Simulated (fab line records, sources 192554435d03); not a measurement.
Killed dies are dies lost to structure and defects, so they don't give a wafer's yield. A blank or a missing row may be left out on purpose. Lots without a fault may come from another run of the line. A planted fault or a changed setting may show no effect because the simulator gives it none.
Chamber matching | flow n5_finfet | N5_FIN_SAQP_HM_DEP_03 on pecvd-02: 3 sister chambers
The step deposits SiNx from SiH4/NH3/N2, target thk 38 nm, time 33.6 s. 18 wafers are shown with their chamber, then 9 later ones without.

WAFERS WITH THEIR CHAMBER
wafer  | chamber | throttle_valve_pct (%) | showerhead_plenum_p_Torr (Torr) | heater_power_w (W)
L074.2 | 0       | 40.5                   | 5.08                            | 686
L074.5 | 0       | 40.9                   | 5.08                            | 672
L074.6 | 1       | 42.9                   | 5.04                            | 702
L075.3 | 1       | 42.8                   | 5.03                            | 704
L075.4 | 2       | 40.8                   | 5.05                            | 719
L075.5 | 1       | 42.9                   | 5.04                            | 718
L080.1 | 2       | 40.9                   | 5.05                            | 626
L080.3 | 0       | 41.4                   | 5.07                            | 667
L080.6 | 2       | 40.9                   | 5.05                            | 623
L082.1 | 0       | 41.2                   | 5.05                            | 643
L082.4 | 1       | 42.6                   | 5.02                            | 794
L082.6 | 1       | 42.7                   | 5.03                            | 818
L085.2 | 1       | 42.9                   | 5.04                            | 841
L085.4 | 1       | 42.9                   | 5.04                            | 830
L085.6 | 0       | 41.3                   | 5.07                            | 605
L087.2 | 0       | 41.2                   | 5.07                            | 674
L087.5 | 0       | 41.5                   | 5.09                            | 682
L087.6 | 1       | 42.9                   | 5.04                            | 740

SIGNATURES (means of the wafers above)
reading                  | chamber 0 | chamber 1 | chamber 2 | scatter within a chamber
throttle_valve_pct       | 41.143    | 42.825    | 40.867    | 0.231
showerhead_plenum_p_Torr | 5.0729    | 5.0350    | 5.0500    | 0.00946
heater_power_w           | 661.29    | 768.38    | 656.00    | 48.2
Rule: a wafer's distance from a chamber is the root of the sum, over the readings, of the square of ((its reading less the chamber's mean) divided by the reading's scatter). The wafer belongs to the nearest chamber; if the next one is less than 2 further off, it can't be placed. The scatter: the root of (the sum of the squares of (reading less its chamber's mean) over the shown wafers, divided by (wafers less chambers)).

WAFERS WITHOUT THEIR CHAMBER
wafer  | throttle_valve_pct (%) | showerhead_plenum_p_Torr (Torr) | heater_power_w (W)
L089.2 | 41.0                   | 5.05                            | 747
L089.3 | 42.5                   | 5.04                            | 820
L089.6 | 42.9                   | 5.04                            | 801
L093.1 | 42.8                   | 5.04                            | 742
L093.4 | 43.0                   | 5.04                            | 760
L093.5 | 41.6                   | 5.07                            | 635
L097.1 | 40.8                   | 5.03                            | 751
L097.4 | 41.7                   | 5.07                            | 684
L097.5 | 42.8                   | 5.05                            | 783

WHICH CHAMBER EACH WENT THROUGH
wafer  | from the rows above     | in truth
L089.2 | can't be placed: 2 or 0 | 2
L089.3 | 1                       | 1
L089.6 | 1                       | 1
L093.1 | 1                       | 1
L093.4 | 1                       | 1
L093.5 | can't be placed: 0 or 2 | 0
L097.1 | 2                       | 2
L097.4 | can't be placed: 0 or 2 | 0
L097.5 | 1                       | 1
Placed correctly: 6 of 9. Can't be placed from these rows: 3 (the true chamber is among the candidates in 3). Placed wrongly: 0.
